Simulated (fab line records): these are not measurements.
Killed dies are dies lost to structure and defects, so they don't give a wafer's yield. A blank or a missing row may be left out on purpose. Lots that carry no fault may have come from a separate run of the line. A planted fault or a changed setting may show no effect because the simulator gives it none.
Problem report in the 8D (eight disciplines) form, filled by code + flow nand_harc + the parts of the form that need people (team, actions taken, sign-off) are left out

1. WHAT IS WRONG
Wafers without a fault read 100.0 nm, standard deviation 0.43; cd_nm at NHARC_A_CHANNEL_HOLE_D1_CD_MEAS_10 reads a mean of 92.8 nm on 4 wafers belonging to 2 lots. That puts it -17 standard deviations away from the usual mean.
The step: target cd 100 nm.
Earliest sighting: wafer L766.1 on cd_sem-01 at day 15 10:32. At this step, 30 wafers from 10 lots have a number in the record. Rule for "out" (also "out of limits"): further than 4 standard deviations from the usual mean. Any other wafer with a number is counted as sound.

2. WHAT IT IS; WHAT IT IS NOT
| question                    | is                             | is not                                                                                 |
|-----------------------------|--------------------------------|----------------------------------------------------------------------------------------|
| which readings at this step | cd_nm                          | -                                                                                      |
| which lots                  | L766, L767                     | L749, L750, L751, L758, L763, L769, L770, L772                                         |
| which wafers of those lots  | L766.1, L766.2, L767.1, L767.2 | L766.5, L767.4                                                                         |
| read on which gauges        | cd_sem-01, cd_sem-02           | cd_sem-03                                                                              |
| when                        | from day 15 10:32              | up to then (16 sound wafers); but 10 sound wafers of L767, L769, L770, L772 came after |

3. SUSPECTS, AND WHAT RULES EACH OUT
Counting: a tool at a process step up to the reading stays a suspect if it ran every lot that is out. Sound lots after the first of them don't rule it out here, since some wafers of a struck lot are sound.
- ruled out: the gauge at NHARC_A_CHANNEL_HOLE_D1_CD_MEAS_10. Those wafers that are out were read across 2 gauges (cd_sem-01, cd_sem-02).
- litho_track-04 at NHARC_A_CHANNEL_HOLE_D1_PEB_08 (peb time 65 s): kept. It ran every lot that is out, first L766 (day 15 10:27); its last sound lot up to then is L763 (day 14 11:55). Its own readings are out on those wafers: heater_power_total_W.
The count leaves litho_track-04 at NHARC_A_CHANNEL_HOLE_D1_PEB_08.

4. THE CAUSE (what the simulator had put in)
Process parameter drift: litho_track-04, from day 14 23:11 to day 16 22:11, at NHARC_A_CHANNEL_HOLE_D1_PEB_08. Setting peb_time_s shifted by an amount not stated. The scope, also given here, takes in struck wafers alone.
The count eliminated every tool but this one.

5. SEQUENCE OF EFFECTS, ordered by route
Each row: a reading where the mean over the struck wafers with a number is more than 3 standard deviations away from the usual. Readings are gone through only where the record gives a usual standard deviation; hours: the median, over the lots, of the time from a lot's start at the first step in this table giving one to that lot's start at this step; sigmas: the change measured in usual standard deviations.
| hours | step                               | reading              | usual    | on struck wafers | change | sigmas |
|-------|------------------------------------|----------------------|----------|------------------|--------|--------|
| 0     | NHARC_A_CHANNEL_HOLE_D1_PEB_08     | heater_power_total_W | 156.6 W  | 179.1            | +22.5  | +52    |
| 0     | NHARC_A_CHANNEL_HOLE_D1_CD_MEAS_10 | cd_nm                | 100.0 nm | 92.8             | -7.2   | -17    |
| 2     | NHARC_A_CHANNEL_HOLE_D1_CD_MEAS_18 | cd_nm                | 98.8 nm  | 91.7             | -7.1   | -4.5   |
| 8     | NHARC_A_CHANNEL_HOLE_D1_CD_MEAS_30 | cd_nm                | 90.0 nm  | 82.8             | -7.2   | -6.5   |
| 8     | NHARC_A_CHANNEL_HOLE_D1_XSEM_31    | bot_cd_nm            | 74.6 nm  | 67.3             | -7.3   | -6.1   |
Process steps it contains:
- NHARC_A_CHANNEL_HOLE_D1_PEB_08: peb time 65 s.
- NHARC_A_CHANNEL_HOLE_D1_XSEM_31
Later measuring or inspecting steps at which every struck wafer that the step has a row for has a number for every such reading, and none has moved that far: NHARC_END_SORT_01.

6. HOW IT WOULD HAVE BEEN CAUGHT EARLIER
In this record the first reading out of limits at a measuring or inspecting step was taken at day 15 10:32, 11 hours after the fault began at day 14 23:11.
Tool's own readings at NHARC_A_CHANNEL_HOLE_D1_PEB_08, heater_power_total_W: out on all struck wafers the step has rows for; an alarm limit on them would have tripped on the first.
Among the 2 lots that are out, L767 began NHARC_A_CHANNEL_HOLE_D1_PEB_08 on litho_track-04 after day 15 10:32. Holding the tool at that time would have saved it.
